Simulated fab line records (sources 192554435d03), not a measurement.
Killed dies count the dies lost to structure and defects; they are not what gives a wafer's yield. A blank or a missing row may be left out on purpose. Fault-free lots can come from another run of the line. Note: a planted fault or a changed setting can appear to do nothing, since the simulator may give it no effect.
fab line records	flow n5_finfet
record lots=4	wafers=12	last_day=19
route steps=1938 shown DUMMY_GATE@247 SPACER0@258 SD_EPI_N@262 BEOL_M4@1111 PASSIVATION@1936
lots untouched by any fault: they come from a run of this same line in which no faults occurred
start_h: the number of hours between the record's first day and the start of the first shown wafer of the lot	wait_h: how many hours have passed since the lot's step before this one	" the same as in the row above	L1.1+2: a row that stands for several wafers	- either no value or no given start	* or withheld: withheld	< > ~ a bound
route shown NAME@n: a module of which the file shows steps, and the number in the route of the first	usual: mean/standard deviation of fault-free wafers	same: alike in all rows	chamber/n: place in a boat	sites: readings site by site	_std_site: standard deviation across them	_edge_site: outer sites' mean less inner sites'	radius_mm: for every site, how far away it sits from the centre of the wafer	mask NAME#n: copy n	behind: the most recent tool/chamber to have shaped the wafer	hold: what put the lot on hold/how long, in hours/how the hold closed	device: which transistor (n, p or np) failed to switch	end of line: the tests these same wafers got at the end of their route	where a step has no rows: the recipe by itself	killed: at the first sort, the dies lost to defects and structure; wafer yield is something else	map: a wafer's dies, marking killed ones x, the rest . and places with no die _
set.NAME: the setting as run; set.NAME@STEP: as run at that earlier step	model.NAME: the simulator's own value behind a step, which no gauge read
lots seen at some steps along the route; tables by step, rows by wafer
services: when a tool's chamber went out of use (start_h, in hours from the record's first day, below 0 if earlier), for how many hours, and the reason
## steps
# step N5_DUMMY_GATE_ETCH_23
# recipe chemistry=HBr/Cl2/O2	HBr_flow_sccm=150	Cl2_flow_sccm=80	O2_flow_sccm=12	bias_w=102	target_depth_a=410	time_s=22.3	target=poly-Si	mask_material=SiO2	pressure_mtorr=10	icp_w=800
# step N5_DUMMY_GATE_ETCH_44
# recipe chemistry=HBr/O2	over_etch_frac=0.7	target_depth_a=1275	stop_on=SiO2	ion_energy_ev=60	bias_w=20	target=poly-Si	mask_material=SiO2	pressure_mtorr=20	icp_w=400	HBr_flow_sccm=120	O2_flow_sccm=10
# step N5_DUMMY_GATE_ETCH_42
# recipe chemistry=CHF3/O2	target=SiO2	target_depth_a=35	time_s=31	ion_energy_ev=30	bias_w=12	pressure_mtorr=30	source_w=600	Ar_flow_sccm=200	CHF3_flow_sccm=50	O2_flow_sccm=5
# step N5_DUMMY_GATE_STRIP_48
# recipe chemistry=N2/H2	time_s=20	power_w=100	temp_c=40	pressure_mtorr=100	rf_frequency_hz=6e+07	bias_power_w=3	n2_flow_sccm=300	h2_flow_sccm=300
# step N5_DUMMY_GATE_PRECLEAN_33
# recipe chemistry=dHF	time_s=10	dilution=750:1	temp_c=25
# step N5_DUMMY_GATE_PRECLEAN_25
# recipe chemistry=O3/DIW	time_s=45	temp_c=22	o3_ppm=10
# step N5_DUMMY_GATE_PRECLEAN_51
# recipe chemistry=SC2	time_s=45	temp_c=35	mix=1:1:50
# step N5_DUMMY_GATE_SRD_26
# recipe dry=ipa_marangoni	time_s=30	temp_c=23	rinse_liquid=diw
# step N5_DUMMY_GATE_UV_OZONE_45
# recipe time_s=120	pressure_torr=760	temp_c=25
# step N5_SPACER0_ALD_07
# recipe material=SiNx	target_thk_a=20	temp_c=400	ald_precursor_family=SiH2I2	ald_co_reactant=N2/H2-plasma	pressure_torr=2
# step N5_SPACER0_ALD_00
# recipe material=SiOCN	target_thk_a=35	temp_c=400	ald_precursor_family=alkyl-aminosilane	ald_co_reactant=O2/N2-plasma	pulse_time_s=3	purge_time_s=2	co_reactant_purge_time_s=2	ald_cycles=58	pressure_torr=2
# usual heater_power_w=797/60	precursor_pulse_height_rel=1.002/0.019	susceptor_temp_C=400.03/0.2
lot.wafer	tool	chamber	start_h	wait_h	heater_power_w	precursor_pulse_height_rel	since_wet_clean_h	susceptor_temp_C
L212.2	ald_sin-02	0	84.48	0.1	816	0.996	182	400.29
L212.3	"	3	"	"	890	0.985	182	400.41
L212.5	"	0	"	"	838	0.971	-	400.26
L216.1	ald_sin-02	3	101.14	0.1	917	1.025	199	399.94
L216.2	"	0	"	"	826	0.987	199	400.03
L216.4	"	1	"	"	781	0.976	199	400.08
L221.1	ald_sin-03	2	131.09	0.1	779	0.997	320	400.07
L221.2	"	3	"	"	706	1.008	320	399.98
L221.6	"	0	"	"	722	1.030	-	399.99
L229.2	ald_sin-02	0	182.16	0.1	848	0.969	280	400.04
L229.4	"	1	"	"	738	1.014	280	400.19
L229.6	"	2	"	"	820	1.033	-	400.00
# step N5_SPACER0_ALD_08
# recipe material=SiNx	target_thk_a=20	temp_c=400	ald_precursor_family=SiH2I2	ald_co_reactant=N2/H2-plasma	pressure_torr=2
# step N5_SPACER0_INSPECT_04
# recipe inspect_instrument=darkfield	mode=post_dep
# usual raw_defect_count=127/28
lot.wafer	tool	chamber	start_h	wait_h	raw_defect_count
L212.2	defect_inspect-02	-	84.90	0.1	1600
L212.3	"	-	"	"	103
L212.5	"	-	"	"	1619
L216.1	defect_inspect-02	-	101.55	0.1	134
L216.2	"	-	"	"	1618
L216.4	"	-	"	"	127
L221.1	defect_inspect-01	-	131.50	0.1	139
L221.2	"	-	"	"	141
L221.6	"	-	"	"	154
L229.2	defect_inspect-01	-	182.58	0.1	115
L229.4	"	-	"	"	108
L229.6	"	-	"	"	147
# step N5_SD_EPI_N_COAT_32
# recipe resist=SOC	temp_c=250	time_s=60	spin_rpm=1500	resist_thk_nm=350
# step N5_SD_EPI_N_COAT_33
# recipe resist=SiARC	temp_c=220	time_s=60	spin_rpm=1500	resist_thk_nm=35
# step N5_SD_EPI_N_COAT_03
# recipe resist=CAR-ArF-block	spin_rpm=1500	resist_thk_nm=150
# step N5_SD_EPI_N_EBR_05
# recipe solvent=PGMEA	ebr_width_mm=1.5
# step N5_SD_EPI_N_SOFTBAKE_04
# recipe temp_c=110	time_s=60	resist=CAR-ArF-block
# step N5_SD_EPI_N_EXPOSE_06
# recipe mask_id=SD_N_BLK	na=1.35	source_shape=conventional	sigma_outer=0.8	polarization=unpolarized	target_cd_nm=120	dose_mj=39.75
# step N5_SD_EPI_N_PEB_07
# recipe peb_temp_c=110	peb_time_s=60	resist=CAR-ArF-block
# step N5_SD_EPI_N_DEVELOP_08
# recipe develop_time_s=30	developer=TMAH	resist=CAR-ArF-block	dev_temp_c=23	rinse_liquid=diw	dry=air_spin
# step N5_SD_EPI_N_INSPECT_11
# recipe mode=adi	inspect_instrument=macro
# usual raw_defect_count=2.1/1.4
lot.wafer	tool	chamber	start_h	wait_h	raw_defect_count
L212.2	defect_inspect-01	-	85.35	0.0	>300
L212.3	"	-	"	"	2
L212.5	"	-	"	"	>300
L216.1	defect_inspect-02	-	102.00	0.0	4
L216.2	"	-	"	"	>300
L216.4	"	-	"	"	2
L221.1	defect_inspect-01	-	131.96	0.0	3
L221.2	"	-	"	"	2
L221.6	"	-	"	"	3
L229.2	defect_inspect-01	-	183.03	0.0	0
L229.4	"	-	"	"	1
L229.6	"	-	"	"	2
# step N5_SD_EPI_N_DESCUM_14
# recipe chemistry=O2	time_s=7.9	source_power_w=50	bias_power_w=20	pressure_mtorr=20	rf_frequency_hz=2.712e+07	temp_c=40	resist=CAR-ArF-block	o2_flow_sccm=225
# step N5_SD_EPI_N_ETCH_34
# recipe chemistry=CF4	target=SiARC	target_depth_a=455	mask_material=CAR-ArF-block	time_s=75.8	ion_energy_ev=80	pressure_mtorr=40	source_w=545	bias_w=36	Ar_flow_sccm=100	cf4_flow_sccm=100	ends=cleared
# step N5_SD_EPI_N_ETCH_35
# recipe chemistry=N2/H2	target=SOC	overetch_a=1080	mask_material=SiARC	temp_c=40	ion_energy_ev=100	source_w=3000	bias_w=133	pressure_mtorr=20	time_s=486	n2_flow_sccm=200	h2_flow_sccm=200
# step N5_SD_EPI_N_STRIP_36
# recipe chemistry=N2/H2	temp_c=40	n2_flow_sccm=200	h2_flow_sccm=200	rf_frequency_hz=6e+07
# step N5_SD_EPI_N_ETCHBACK_44
# recipe chemistry=CH3F/O2	mode=anisotropic_etchback	target=SiNx	target_depth_a=145	stop_on=SiO2	over_etch_frac=0.3	ion_energy_ev=120	pressure_mtorr=30	source_w=395	bias_w=73	Ar_flow_sccm=150	CH3F_flow_sccm=30	O2_flow_sccm=20
# step N5_SD_EPI_N_ETCH_45
# recipe chemistry=CH3F/O2	target=SiOCN	target_depth_a=60	mask_material=SOC	ion_energy_ev=60	bias_w=29	pressure_mtorr=15	source_w=410	Ar_flow_sccm=150	CH3F_flow_sccm=30	O2_flow_sccm=20
# step N5_SD_EPI_N_ETCH_16
# recipe chemistry=CHF3/O2	target=SiO2	target_depth_a=50	mask_material=SOC	pressure_mtorr=30	source_w=650	bias_w=170	Ar_flow_sccm=200	CHF3_flow_sccm=50	O2_flow_sccm=5	ion_energy_ev=200
# step N5_SD_EPI_N_STRIP_47
# recipe chemistry=CHF3/O2	resist=SiARC	rf_frequency_hz=6e+07
# step N5_SD_EPI_N_SD_RECESS_17
# recipe chemistry=HBr/Cl2/O2	target_depth_a=410	mask_material=SOC	time_s=23.7	bt_time_s=3	pressure_mtorr=10	icp_w=800	bias_w=112	HBr_flow_sccm=150	Cl2_flow_sccm=80	O2_flow_sccm=12
# step N5_SD_EPI_N_STRIP_38
# recipe chemistry=N2/H2	power_w=1000	temp_c=250	h2_frac=0.65	overash_fraction=0.3	pressure_mtorr=withheld	n2_flow_sccm=1750	h2_flow_sccm=3250
# step N5_SD_EPI_N_WET_ETCH_43
# recipe chemistry=dHF	dilution=withheld	time_s=14	target=SiO2	target_depth_a=15	temp_c=25
# step N5_SD_EPI_N_STRIP_18
# recipe chemistry=SPM	time_s=750	temp_c=130	h2so4_h2o2_vol_ratio=4
# step N5_SD_EPI_N_SRD_20
# recipe dry=ipa_marangoni	do_ppb=5	time_s=30	temp_c=23	rinse_liquid=diw
# step N5_SD_EPI_N_PRECLEAN_48
# recipe chemistry=NF3:NH3	afs_cycles=2	temp_c=30	time_s=20	sublimation_temp_c=180	sublimation_time_s=60	pressure_torr=3	rf_power_w=30
# step N5_SD_EPI_N_VAPOR_ETCH_50
# recipe chemistry=HCl	target=Si	temp_c=775	time_s=54	pressure_torr=20	mode=isotropic
# step N5_SD_EPI_N_EPI_21
# recipe material=Si:P	dopant=P	temp_c=680	pressure_torr=255	time_s=690
# step N5_SD_EPI_N_INSPECT_26
# recipe inspect_instrument=darkfield	mode=post_epi
# usual raw_defect_count=195/37
lot.wafer	tool	chamber	start_h	wait_h	raw_defect_count
L212.2	defect_inspect-01	-	90.95	0.1	1678
L212.3	"	-	"	"	171
L212.5	"	-	"	"	1650
L216.1	defect_inspect-01	-	106.41	0.2	244
L216.2	"	-	"	"	1723
L216.4	"	-	"	"	219
L221.1	defect_inspect-01	-	136.67	0.1	218
L221.2	"	-	"	"	224
L221.6	"	-	"	"	215
L229.2	defect_inspect-02	-	187.44	0.1	142
L229.4	"	-	"	"	176
L229.6	"	-	"	"	203
# step N5_BEOL_M4_RC_MEAS_101
# usual DIBL_N=36.3/1.9	DIBL_P=36.6/2.4	IOFF_N=0.17/0.037	IOFF_P=0.23/0.04	ION_N=682/14	ION_P=468/8.6	SS_N=71.6/0.67	SS_P=73.4/0.71	VT_N=248/3.3	VT_P=-248.9/2.9
lot.wafer	tool	chamber	start_h	wait_h	DIBL_N[mV/V]	DIBL_P[mV/V]	IOFF_N[nA/um]	IOFF_P[nA/um]	ION_N[uA/um]	ION_P[uA/um]	SS_N[mV/dec]	SS_P[mV/dec]	VT_N[mV]	VT_P[mV]
L212.2	prober-01	0	219.45	0.2	38.0	37.6	0.21	0.24	681	469	71.6	74.2	247	-247.9
L212.3	"	0	"	"	35.7	36.4	0.16	0.22	676	466	71.7	73.1	247	-247.5
L212.5	"	0	"	"	34.9	34.8	0.15	0.19	697	469	70.9	72.7	250	-251.5
L216.1	prober-02	0	248.92	0.0	33.3	32.7	0.10	0.16	660	458	70.8	72.3	256	-253.3
L216.2	"	0	"	"	39.3	38.3	0.18	0.23	668	455	71.9	74.2	250	-249.3
L216.4	"	0	"	"	38.1	38.4	0.17	0.23	689	468	71.9	73.4	249	-248.2
L221.1	prober-02	0	293.75	0.0	36.4	37.6	0.17	0.21	697	475	72.1	74.1	250	-250.9
L221.2	"	0	"	"	36.2	37.2	0.17	0.20	669	455	72.3	72.8	247	-250.4
L221.6	"	0	"	"	39.9	42.1	0.27	0.28	692	465	73.1	74.9	243	-247.3
L229.2	prober-02	0	354.26	0.2	35.0	33.6	0.15	0.18	668	458	71.1	73.0	248	-252.7
L229.4	"	0	"	"	36.0	35.5	0.15	0.21	671	464	71.5	72.9	250	-251.6
L229.6	"	0	"	"	34.4	33.2	0.14	0.18	680	459	69.9	72.6	249	-250.7
# step N5_PASSIVATION_PROBE_49
# usual defect_limited_yield=91.2/1.5	killed_at_M0_to_M3=35/12	killed_at_M4_up=14/5.1	killed_at_contacts=13/6	killed_at_front_end=38/12	killed_at_other=4/3.5	killed_dies=104/18	killed_on_rim=13/3.7	killed_open=68/13	killed_short=33/8.1	sort_bin_5_function=5.2/1	sort_bin_6_memory=3.2/0.69	sort_n_pass=1076/18	sort_yield_pct=91.2/1.5
# same gross_dies=1180	killed_at_back_side=0	sort_bin_4_leakage[%]=0	sort_bin_8_speed[%]=0
lot.wafer	tool	chamber	start_h	wait_h	defect_limited_yield[%]	killed_at_M0_to_M3	killed_at_M4_up	killed_at_contacts	killed_at_front_end	killed_at_other	killed_dies	killed_on_rim	killed_open	killed_short	sort_bin_5_function[%]	sort_bin_6_memory[%]	sort_n_pass	sort_yield_pct[%]
L212.2	prober-01	-	331.38	0.1	78.7	32	9	6	201	3	251	29	60	40	13.4	4.0	929	78.7
L212.3	prober-01	-	331.43	0.1	88.5	51	10	13	60	2	136	23	78	44	6.4	3.7	1044	88.5
L212.5	prober-01	-	331.53	0.2	78.6	45	6	20	176	6	253	29	84	43	12.8	4.7	927	78.6
L216.1	prober-01	-	360.58	0.0	90.3	35	13	7	59	0	114	11	72	38	6.3	3.3	1066	90.3
L216.2	prober-01	-	360.63	0.1	83.1	19	10	17	150	4	200	30	51	19	10.0	2.5	980	83.1
L216.4	prober-01	-	360.73	0.2	93.1	22	11	10	38	0	81	12	47	34	4.1	2.8	1099	93.1
L221.1	prober-02	-	403.22	0.0	92.5	34	11	6	31	7	89	11	58	29	4.7	2.5	1091	92.5
L221.2	prober-02	-	403.27	0.1	91.9	38	14	9	28	7	96	13	70	26	4.2	3.9	1084	91.9
L221.6	prober-02	-	403.47	0.3	90.8	41	9	18	39	1	108	15	73	32	6.1	2.8	1072	90.8
L229.2	prober-02	-	461.38	0.1	89.9	61	7	17	33	1	119	12	79	40	6.4	3.6	1061	89.9
L229.4	prober-02	-	461.48	0.2	90.9	41	17	12	32	5	107	13	65	38	5.4	3.1	1073	90.9
L229.6	prober-02	-	461.58	0.3	91.0	38	13	17	35	3	106	8	70	33	6.3	2.4	1074	91.0
# killed by level:class
L212.2 SPACER0:unspecified=127 FIN_CUT:area_etch=23 STI_FIN_REVEAL:geometric_particle:open=20 BEOL_M1:geometric_particle:open=8 STARTING-WAFER:geometric_particle:short=7 STI_FIN_REVEAL:geometric_particle:short=6 BEOL_M0:geometric_particle:short=6 BEOL_M1:geometric_particle:short=6
L212.3 STI_FIN_REVEAL:geometric_particle:open=16 FIN_SAQP:geometric_particle:short=15 BEOL_M0_SAQP:geometric_particle:open=13 BEOL_M3:geometric_particle:open=13 HKMG_FIN:area_etch=13 MOL_CONTACT_COAG:geometric_particle:open=9 BEOL_M0_SAQP:geometric_particle:short=9 BEOL_M2:geometric_particle:open=7
L212.5 SPACER0:unspecified=126 MOL_CONTACT_COAG:geometric_particle:open=18 STI_FIN_REVEAL:geometric_particle:open=17 BEOL_M0_SAQP:geometric_particle:short=11 BEOL_M2:geometric_particle:open=11 FIN_SAQP:geometric_particle:short=10 BEOL_M0_SAQP:geometric_particle:open=9 BEOL_M3:geometric_particle:open=8
L216.1 FIN_SAQP:geometric_particle:open=23 BEOL_M3:geometric_particle:open=14 FIN_SAQP:geometric_particle:short=11 BEOL_M0_SAQP:geometric_particle:short=9 STI_FIN_REVEAL:geometric_particle:open=6 STI_FIN_REVEAL:geometric_particle:short=5 BEOL_M0_SAQP:geometric_particle:open=5 MOL_CONTACT_COAG:geometric_particle:open=4
L216.2 SPACER0:unspecified=130 MOL_CONTACT_COAG:geometric_particle:open=15 BEOL_M3:geometric_particle:open=6 FIN_SAQP:geometric_particle:short=4 BEOL_M2:geometric_particle:open=4 BEOL_M4:geometric_particle:open=4 STARTING-WAFER:geometric_particle:open=4 FIN_SAQP:geometric_particle:open=3
L216.4 FIN_SAQP:geometric_particle:short=14 MOL_CONTACT_COAG:geometric_particle:open=9 FIN_SAQP:geometric_particle:open=6 BEOL_M0_SAQP:geometric_particle:open=6 BEOL_M3:geometric_particle:open=5 BEOL_M0_SAQP:geometric_particle:short=5 STARTING-WAFER:geometric_particle:short=4 STI_FIN_REVEAL:geometric_particle:open=3
L221.1 BEOL_M2:geometric_particle:open=12 BEOL_M3:geometric_particle:open=8 MOL_CONTACT_COAG:geometric_particle:open=6 STARTING-WAFER:geometric_particle:open=5 GATE_CUT:geometric_particle:open=4 GATE_CUT:geometric_particle:short=4 PAD_METAL:geometric_particle:short=4 STARTING-WAFER:geometric_particle:short=4
L221.2 BEOL_M2:geometric_particle:open=14 BEOL_M4:geometric_particle:open=11 STI_FIN_REVEAL:geometric_particle:open=9 BEOL_M3:geometric_particle:open=9 BEOL_M0_SAQP:geometric_particle:short=8 MOL_CONTACT_COAG:geometric_particle:open=6 BEOL_M0_SAQP:geometric_particle:open=6 DUMMY_GATE:geometric_particle:open=4
L221.6 MOL_CONTACT_COAG:geometric_particle:open=16 FIN_SAQP:geometric_particle:open=12 BEOL_M2:geometric_particle:open=12 FIN_SAQP:geometric_particle:short=10 BEOL_M0_SAQP:geometric_particle:short=8 BEOL_M0_SAQP:geometric_particle:open=5 BEOL_M1:geometric_particle:open=5 BEOL_M4:geometric_particle:open=4
L229.2 BEOL_M2:geometric_particle:open=22 MOL_CONTACT_COAG:geometric_particle:open=15 BEOL_M0_SAQP:geometric_particle:short=11 BEOL_M0_SAQP:geometric_particle:open=10 BEOL_M1:geometric_particle:open=5 GATE_CUT:geometric_particle:short=4 BEOL_M3:geometric_particle:open=4 BEOL_M5:geometric_particle:open=4
L229.4 BEOL_M3:geometric_particle:open=12 BEOL_M4:geometric_particle:open=8 MOL_CONTACT_COAG:geometric_particle:open=7 BEOL_M0_SAQP:geometric_particle:open=7 FIN_SAQP:geometric_particle:short=6 DUMMY_GATE:geometric_particle:open=5 GATE_CUT:geometric_particle:short=5 MOL_CONTACT_COAG:geometric_particle:short=5
L229.6 MOL_CONTACT_COAG:geometric_particle:open=16 STI_FIN_REVEAL:geometric_particle:open=12 BEOL_M0_SAQP:geometric_particle:open=9 BEOL_M0_SAQP:geometric_particle:short=6 FIN_SAQP:geometric_particle:short=4 BEOL_M0:geometric_particle:short=4 BEOL_M3:geometric_particle:open=4 BEOL_M4:geometric_particle:open=4
# map L212.5 (x killed, . not)
_________________...xxxxxxxxx________________
______________.....xxxxxxxxxxxxx_____________
___________.......x.xxxxxxxxxxxxxx.__________
__________.........xxxxxxxxxxxxxxxx._________
________............xxxxxxxxxxxxxxx..._______
_______....x.x......xxxxxxxxxxxxxx....x______
______.............xxxxxxxxxxxxxxxx....x_____
_____x.....x.x.......xxxxxxxxxxxxxx.x....____
____....x..x....x.....xxxxxx.xx........x..___
___x..........x.....x.xxxx.xxx....x........__
___x.................x....x.x....x.........__
__............xx...............x.x.......x.._
__.......x...x............x..x.............._
_x........x..............x...........x.......
_.x.x..........x.x......x........xx.x...x.x..
_........................x....x...........xx.
_......x....xx.xx..x..xx..x......xxx..x..xx..
_..............x.x..x..........x.............
_..............x..x...........xx.....x.......
_..x...x................x.xx.....xx.x.x......
_....x..x...............xx.....x....x........
__......x........................x..x......._
__...........x.....................x.x......_
___...x.x.........x...........x..x.........__
___.................x...x....xx.x.....x....__
____........x.......x..............x....xx___
_____...........x........................____
______........x................xx.x....._____
_______........x.......................______
________.x.........................x.._______
__________.......xx.........x......._________
___________...........x...x...x....__________
______________..x.......x......._____________
_________________...........x________________
# map L216.2 (x killed, . not)
_________________..xxxxxxxxxx________________
______________.....xxxxxxxxxxxxx_____________
___________x.......xxxxxxxxxxxxxxxx__________
__________.........xxxxxxxxxxxxxxxx._________
________...x.....xxxxxxxxxxxxxxxxxxx.._______
_______.............xxxxxxxxxxxxxx.....______
______.......x......xxxxxxxxxxxxxxx....._____
_____...............x.xxxxxxxxxx.x.......____
____.................x.xxxxxx.xxxxx.......___
___..........x........x...x.x..............__
___.xx..................x..x...............__
__.........x.....x.x.......x.............x.._
__..x.x.x..................................._
_..x....................................x..x.
_..........x...x...............x.............
_............x....xx...xx....................
_..x....................x...x........x..x....
_............x...............................
_.............x..............x...............
_...x.......................x...x.x..........
_.x....x.............x.....x.........x.......
__..x..............................x........_
__.x......................x................._
___....................................x...__
___.......x.......x.x..............x.......__
____.......................x..............___
_____...............x...................x____
______...........................x......_____
_______.................x.........x....______
________...............x.............._______
__________.................x........_________
___________..........x....x..x...x.__________
______________x...........x..x.._____________
_________________...x...x....________________
## services
tool	chamber	start_h	hours	kind
ald_sin-03	3	63.97	13.1	repair
ald_sin-03	-	166.32	2.8	pm
ald_sin-03	-	177.15	14.0	pm
ald_sin-03	0	177.15	14.0	vent_cycle
ald_sin-03	1	177.15	14.0	vent_cycle
ald_sin-03	2	177.15	14.0	vent_cycle
ald_sin-03	3	177.15	14.0	vent_cycle
## key
first_sign step=N5_SPACER0_INSPECT_04	reading=raw_defect_count	direction=up	sigmas=54	usual=127	struck=1612
effect step=N5_SD_EPI_N_INSPECT_11	reading=raw_defect_count	direction=up	sigmas=99+	usual=2.1	struck=>300
effect step=N5_SD_EPI_N_INSPECT_26	reading=raw_defect_count	direction=up	sigmas=40	usual=195	struck=1684
effect step=N5_PASSIVATION_PROBE_49	reading=killed_at_front_end	direction=up	sigmas=11	usual=38	struck=176
more_kills_born_at N5_SPACER0_ALD_00@ald_sin-02=383
met_at N5_SPACER0_ALD_00
struck_wafers L212.2,L212.5,L216.2
baseline_loss step=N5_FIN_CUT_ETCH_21	wafers=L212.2
baseline_loss step=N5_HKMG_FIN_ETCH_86	wafers=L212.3
fault kind=chamber_particle_source	tool=ald_sin-02	chamber=0	onset_h=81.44	steps=N5_SPACER0_ALD_00	rate_per_visit_cm2=2.2152	end_h=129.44
# baseline_loss: these wafers lose ten dies or more at that step, a loss of the line's own and not of a fault; the sort's usual values leave them out
